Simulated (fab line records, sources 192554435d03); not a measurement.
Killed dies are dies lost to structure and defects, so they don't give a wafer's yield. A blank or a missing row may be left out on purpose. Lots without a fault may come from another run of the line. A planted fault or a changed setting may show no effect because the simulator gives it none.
fab line records | flow n5_finfet | part 2 of 2: steps 5 to 6 of 6
record lots=19 wafers=57 last_day=17
route steps=1938 shown BEOL_M2@857 BEOL_M3@955
lots that met no fault: from a run of the same line without faults
start_h: hours from the record's first day to the start of the lot's first wafer shown | wait_h: hours since the lot's step before | " the same as in the row above | L1.1+2: a row that stands for several wafers | - no value, or no start given | * or withheld: withheld | < > ~ a bound
route shown NAME@n: a module of which the file shows steps, and the number in the route of the first | usual: mean/standard deviation of fault-free wafers | same: alike in all rows | chamber/n: place in a boat | sites: the reading at each site | _std_site: their standard deviation | _edge_site: outer sites' mean less inner sites' | radius_mm: how far each site lies from the wafer's centre | mask NAME#n: copy n | behind: the tool/chamber that last shaped the wafer | hold: why the lot was held/for how many hours/how that ended | device: the transistor (n, p or np) that didn't switch | end of line: the same wafers' tests at the end of the route | a step without rows: its recipe alone | killed: dies lost to structure and defects at the first sort, not the wafer's yield | map: a wafer's dies, x killed, . not, _ none there
set.NAME: the setting as run; set.NAME@STEP: as run at that earlier step | model.NAME: the simulator's own value behind a step, which no gauge read
steps of the route over a sample of lots; a table a step, a row a wafer
services: from which hour (start_h, from the record's first day; less than 0 if before it) a tool's chamber was out of use, for how many hours, and why
## steps
# step N5_BEOL_M3_DESCUM_33
# recipe chemistry=O2 time_s=7 source_power_w=50 bias_power_w=20 pressure_mtorr=20 rf_frequency_hz=2.712e+07 temp_c=40 resist=CAR-EUV o2_flow_sccm=225
# usual bias_power_w=20.01/0.062 drypump_motor_current_A=5.8/0.43 oes_product_au=0.82/0.082 rf_fwd_power_W=49.31/0.24 rf_vpp_V=243.6/1.4 showerhead_plenum_p_Torr=2.12/0.077 throttle_valve_pct=20.37/0.2
# columns lot.wafer tool chamber start_h wait_h bias_power_w drypump_motor_current_A oes_product_au rf_fwd_power_W rf_hours_counter_h rf_vpp_V showerhead_plenum_p_Torr throttle_valve_pct
L074.3 rie_diel-03 2 143.10 0.7 19.99 5.3 0.77 49.17 133 242.3 2.02 20.50
L074.4 " 0 " " 20.02 6.6 0.94 49.27 8 242.5 2.05 20.30
L074.5 " 1 " " 20.02 5.9 0.75 49.37 - 245.0 2.18 20.64
L075.2 rie_diel-02 2 157.19 0.2 20.06 6.2 0.75 49.20 181 241.1 1.99 20.72
L075.3 " 1 " " 19.94 6.2 0.76 49.38 142 244.2 2.18 20.08
L075.5 " 0 " " 20.01 6.1 0.85 49.91 - 245.6 2.21 20.10
L076.2 rie_diel-06 3 162.14 0.2 20.12 5.8 0.84 48.99 81 245.1 2.21 20.17
L076.4 " 1 " " 20.01 6.1 0.93 49.61 17 243.3 2.14 20.10
L076.6 " 3 " " 20.06 5.8 0.84 49.14 - 245.6 2.21 20.17
L077.2 rie_diel-06 0 165.45 0.0 20.00 6.0 0.67 49.35 236 242.5 2.06 20.59
L077.4 " 2 " " 19.89 5.2 0.88 49.02 39 244.0 2.14 20.40
L077.5 " 3 " " 19.86 5.8 0.84 49.08 - 244.9 2.21 20.18
L080.1 rie_diel-03 0 187.16 0.5 19.99 6.6 0.88 49.02 25 242.3 2.05 20.31
L080.2 " 2 " " 19.97 5.3 0.75 49.31 150 242.6 2.01 20.52
L080.5 " 1 " " 19.94 6.0 0.73 49.24 - 245.6 2.18 20.66
L081.2 rie_diel-02 3 191.94 0.0 20.08 5.6 0.93 49.55 13 244.9 2.24 20.28
L081.3 " 1 " " 19.91 6.2 0.75 49.45 156 244.4 2.18 20.10
L081.4 " 0 " " 20.04 6.0 0.83 49.31 78 244.2 2.21 20.13
L083.2 rie_diel-03 1 193.14 0.1 19.92 5.9 0.72 49.15 172 244.7 2.18 20.66
L083.3 " 2 " " 20.06 5.3 0.74 49.20 152 241.7 2.01 20.54
L083.6 " 1 " " 20.08 5.9 0.73 49.24 - 246.5 2.18 20.66
L085.1 rie_diel-02 2 212.47 0.0 20.06 6.2 0.73 49.43 199 243.0 1.99 20.76
L085.4 " 0 " " 19.96 6.1 0.81 49.47 81 244.2 2.21 20.12
L085.5 " 1 " " 20.03 6.2 0.75 49.69 - 244.1 2.18 20.12
L086.4 rie_diel-06 3 224.13 0.0 19.96 5.8 0.82 49.18 94 243.8 2.21 20.20
L086.5 " 3 " " 19.99 5.8 0.82 49.33 - 245.2 2.21 20.19
L086.6 " 0 " " 19.99 6.0 0.67 49.65 - 242.4 2.06 20.60
L087.3 rie_diel-06 0 224.42 0.0 19.93 6.0 0.67 49.43 248 242.1 2.06 20.62
L087.4 " 2 " " 20.10 5.2 0.86 48.98 51 242.8 2.13 20.41
L087.6 " 1 " " 19.92 6.1 0.90 49.45 - 244.9 2.13 20.10
L089.1 rie_diel-06 3 233.42 0.0 20.04 5.8 0.82 49.10 97 244.2 2.20 20.20
L089.2 " 2 " " 20.02 5.3 0.87 49.15 54 243.6 2.13 20.40
L089.4 " 2 " " 20.06 5.2 0.87 48.98 - 245.0 2.13 20.41
L088.1 rie_diel-02 1 235.03 0.2 19.96 6.2 0.73 49.38 170 243.9 2.17 20.10
L088.4 " 3 " " 20.03 5.6 0.91 49.70 28 245.3 2.23 20.32
L088.6 " 0 " " 19.89 6.0 0.81 49.51 - 244.9 2.20 20.14
L090.2 rie_diel-02 1 238.98 0.0 20.01 6.2 0.73 49.38 172 243.9 2.17 20.14
L090.3 " 0 " " 20.00 6.0 0.81 49.57 90 244.1 2.20 20.13
L090.5 " 0 " " 19.89 6.0 0.81 49.72 - 243.1 2.20 20.14
L091.1 rie_diel-06 3 244.18 0.3 20.06 5.9 0.82 49.32 102 245.4 2.20 20.20
L091.3 " 3 " " 20.08 5.8 0.81 49.28 - 243.5 2.20 20.21
L091.6 " 3 " " 20.09 5.8 0.81 49.46 - 245.4 2.20 20.20
L092.3 rie_diel-03 2 255.53 0.1 20.06 5.3 0.74 49.24 170 241.2 2.00 20.54
L092.5 " 3 " " 20.00 5.3 0.91 49.41 - 242.2 2.05 20.40
L092.6 " 2 " " 19.96 5.3 0.73 49.20 - 242.9 2.00 20.55
L094.1 rie_diel-06 0 262.33 0.2 19.97 5.9 0.98 49.66 4 242.6 2.06 20.25
L094.5 " 1 " " 20.10 6.1 0.89 49.58 - 243.3 2.13 20.11
L094.6 " 2 " " 20.10 5.2 0.84 48.92 - 243.4 2.13 20.43
L093.2 rie_diel-06 0 263.66 0.0 19.99 5.9 0.97 49.28 4 242.7 2.06 20.27
L093.4 " 1 " " 19.95 6.1 0.87 49.66 - 244.3 2.13 20.12
L093.6 " 0 " " 20.01 6.0 0.98 49.49 - 242.9 2.06 20.25
L096.1 rie_diel-06 2 274.73 0.5 20.02 5.2 0.84 48.86 69 243.3 2.13 20.44
L096.2 " 3 " " 20.02 5.9 0.80 48.83 111 245.1 2.20 20.22
L096.6 " 2 " " 20.06 5.2 0.84 49.05 - 243.5 2.13 20.43
L097.2 rie_diel-03 3 289.05 0.0 19.97 5.4 0.90 49.21 26 242.7 2.04 20.41
L097.3 " 2 " " 20.04 5.3 0.73 49.19 179 242.9 2.00 20.57
L097.5 " 0 " " 20.09 6.6 0.84 49.59 - 241.1 2.04 20.36
# step N5_BEOL_M3_ETCH_77
# recipe chemistry=N2/H2 target=underlayer target_depth_a=65 mask_material=CAR-EUV time_s=5.2 ion_energy_ev=200 pressure_mtorr=30 source_w=840 bias_w=150 n2_flow_sccm=200 h2_flow_sccm=200 ends=cleared
# usual drypump_motor_current_A=5.8/0.43 etch_rf_on_time_s=5.20/0.095 oes_product_au=0.70/0.072 rf_fwd_power_W=820.1/2.5 rf_vpp_V=524.8/2.9 showerhead_plenum_p_Torr=2.58/0.09 throttle_valve_pct=17.81/0.25
# columns lot.wafer tool chamber start_h wait_h drypump_motor_current_A etch_rf_on_time_s oes_product_au rf_fwd_power_W rf_hours_counter_h rf_vpp_V showerhead_plenum_p_Torr throttle_valve_pct
L074.3 rie_diel-03 2 143.14 0.0 5.3 5.30 0.65 820.3 133 522.2 2.46 18.09
L074.4 " 0 " " 6.7 5.15 0.80 822.9 8 520.5 2.50 17.75
L074.5 " 1 " " 5.9 5.21 0.65 820.9 - 525.5 2.66 18.20
L075.2 rie_diel-02 2 158.02 0.8 6.2 5.20 0.64 819.2 181 520.9 2.43 18.21
L075.3 " 1 " " 6.2 5.20 0.64 820.7 142 525.9 2.66 17.50
L075.5 " 0 " " 6.1 5.10 0.73 820.5 - 526.0 2.69 17.49
L076.2 rie_diel-06 3 162.17 0.0 5.8 5.19 0.72 818.3 81 528.9 2.68 17.68
L076.4 " 1 " " 6.1 5.03 0.79 816.9 17 526.2 2.59 17.47
L076.6 " 3 " " 5.8 5.18 0.71 822.0 - 527.6 2.68 17.68
L077.2 rie_diel-06 0 165.48 0.0 6.0 5.23 0.57 821.4 236 523.1 2.50 18.04
L077.4 " 2 " " 5.2 5.17 0.75 817.0 39 526.1 2.58 17.75
L077.5 " 3 " " 5.8 5.13 0.72 821.4 - 528.7 2.68 17.65
L080.1 rie_diel-03 0 187.20 0.0 6.7 5.19 0.76 818.2 25 524.3 2.49 17.77
L080.2 " 2 " " 5.3 5.36 0.64 818.2 150 520.0 2.45 18.12
L080.5 " 1 " " 5.9 5.28 0.63 818.9 - 526.5 2.65 18.26
L081.2 rie_diel-02 3 191.97 0.0 5.6 5.01 0.82 819.3 13 528.3 2.71 17.66
L081.3 " 1 " " 6.2 5.23 0.64 816.8 156 526.4 2.65 17.52
L081.4 " 0 " " 6.1 5.19 0.71 820.0 78 529.9 2.68 17.50
L083.2 rie_diel-03 1 193.18 0.0 5.9 5.28 0.62 820.9 172 525.8 2.65 18.26
L083.3 " 2 " " 5.3 5.32 0.63 820.2 152 523.6 2.45 18.11
L083.6 " 1 " " 6.0 5.27 0.63 822.2 - 526.5 2.65 18.24
L085.1 rie_diel-02 2 212.51 0.0 6.2 5.23 0.63 819.1 199 518.9 2.42 18.24
L085.4 " 0 " " 6.0 5.15 0.71 818.3 81 528.8 2.68 17.51
L085.5 " 1 " " 6.2 5.24 0.63 822.1 - 526.7 2.65 17.54
L086.4 rie_diel-06 3 224.17 0.0 5.9 5.26 0.70 820.3 94 524.4 2.68 17.70
L086.5 " 3 " " 5.8 5.24 0.70 822.3 - 525.9 2.67 17.74
L086.6 " 0 " " 6.0 5.29 0.57 818.6 - 522.6 2.50 18.04
L087.3 rie_diel-06 0 224.46 0.0 6.0 5.40 0.56 813.8 248 523.3 2.50 18.02
L087.4 " 2 " " 5.2 5.27 0.74 817.6 51 524.9 2.58 17.79
L087.6 " 1 " " 6.1 5.19 0.76 818.0 - 526.2 2.58 17.51
L089.1 rie_diel-06 3 233.47 0.0 5.8 5.23 0.69 823.5 97 527.0 2.67 17.71
L089.2 " 2 " " 5.2 5.24 0.74 827.0 54 523.8 2.57 17.78
L089.4 " 2 " " 5.2 5.27 0.73 822.5 - 525.3 2.57 17.78
L088.1 rie_diel-02 1 235.07 0.0 6.2 5.18 0.62 816.3 170 526.0 2.65 17.57
L088.4 " 3 " " 5.6 4.91 0.79 825.9 28 527.1 2.70 17.68
L088.6 " 0 " " 6.1 5.20 0.70 815.1 - 528.7 2.68 17.53
L090.2 rie_diel-02 1 239.02 0.0 6.2 5.18 0.62 818.5 172 527.5 2.65 17.54
L090.3 " 0 " " 6.0 5.20 0.70 819.7 90 528.8 2.68 17.54
L090.5 " 0 " " 6.1 5.22 0.70 817.8 - 527.0 2.68 17.54
L091.1 rie_diel-06 3 244.23 0.0 5.8 5.22 0.70 820.3 102 525.9 2.67 17.72
L091.3 " 3 " " 5.9 5.22 0.68 817.5 - 526.6 2.67 17.73
L091.6 " 3 " " 5.9 5.20 0.70 817.2 - 527.8 2.67 17.71
L092.3 rie_diel-03 2 255.57 0.0 5.3 5.31 0.63 821.5 170 520.5 2.44 18.13
L092.5 " 3 " " 5.4 5.10 0.78 825.5 - 522.2 2.50 17.79
L092.6 " 2 " " 5.3 5.30 0.63 821.4 - 520.6 2.44 18.13
L094.1 rie_diel-06 0 262.36 0.0 6.0 5.12 0.83 820.9 4 522.2 2.50 17.63
L094.5 " 1 " " 6.2 5.12 0.75 818.4 - 525.4 2.58 17.51
L094.6 " 2 " " 5.2 5.23 0.72 819.3 - 523.2 2.57 17.81
L093.2 rie_diel-06 0 263.69 0.0 5.9 5.23 0.83 822.4 4 522.9 2.49 17.65
L093.4 " 1 " " 6.1 5.09 0.76 823.6 - 524.9 2.58 17.51
L093.6 " 0 " " 6.0 5.16 0.83 818.7 - 522.6 2.49 17.63
L096.1 rie_diel-06 2 274.77 0.0 5.2 5.20 0.71 818.2 69 524.9 2.57 17.82
L096.2 " 3 " " 5.8 5.28 0.69 813.8 111 527.6 2.67 17.71
L096.6 " 2 " " 5.2 5.18 0.72 821.7 - 523.4 2.57 17.79
L097.2 rie_diel-03 3 289.08 0.0 5.3 5.17 0.77 819.2 26 521.2 2.49 17.80
L097.3 " 2 " " 5.3 5.39 0.61 822.5 179 520.5 2.44 18.16
L097.5 " 0 " " 6.7 5.15 0.72 820.6 - 520.9 2.48 17.82
## services
# columns tool chamber start_h hours kind
rie_diel-02 1 113.73 15.6 repair
rie_diel-06 2 117.42 1.2 repair
rie_diel-05 2 119.71 1.5 repair
rie_diel-02 3 153.75 1.5 repair
rie_diel-04 1 160.26 9.4 repair
rie_diel-03 3 164.52 1.7 repair
rie_diel-06 - 179.18 14.6 pm
rie_diel-01 - 182.64 29.3 repair
rie_diel-02 0 201.01 9.1 repair
rie_diel-04 2 210.03 5.3 repair
rie_diel-04 1 217.31 5.0 repair
rie_diel-01 3 221.31 4.5 repair
rie_diel-02 2 223.76 6.1 repair
rie_diel-06 0 229.98 - clean
rie_diel-06 0 229.98 - consumable_replace:focus_ring
rie_diel-06 0 229.98 14.3 scheduled_down
rie_diel-02 2 237.18 4.4 repair
rie_diel-01 2 240.16 6.1 repair
rie_diel-06 2 241.17 1.2 repair
rie_diel-06 3 259.63 4.8 repair
rie_diel-04 1 265.61 2.8 repair
rie_diel-04 1 270.86 4.3 repair
rie_diel-04 3 283.85 4.2 repair
rie_diel-01 1 284.52 2.1 repair
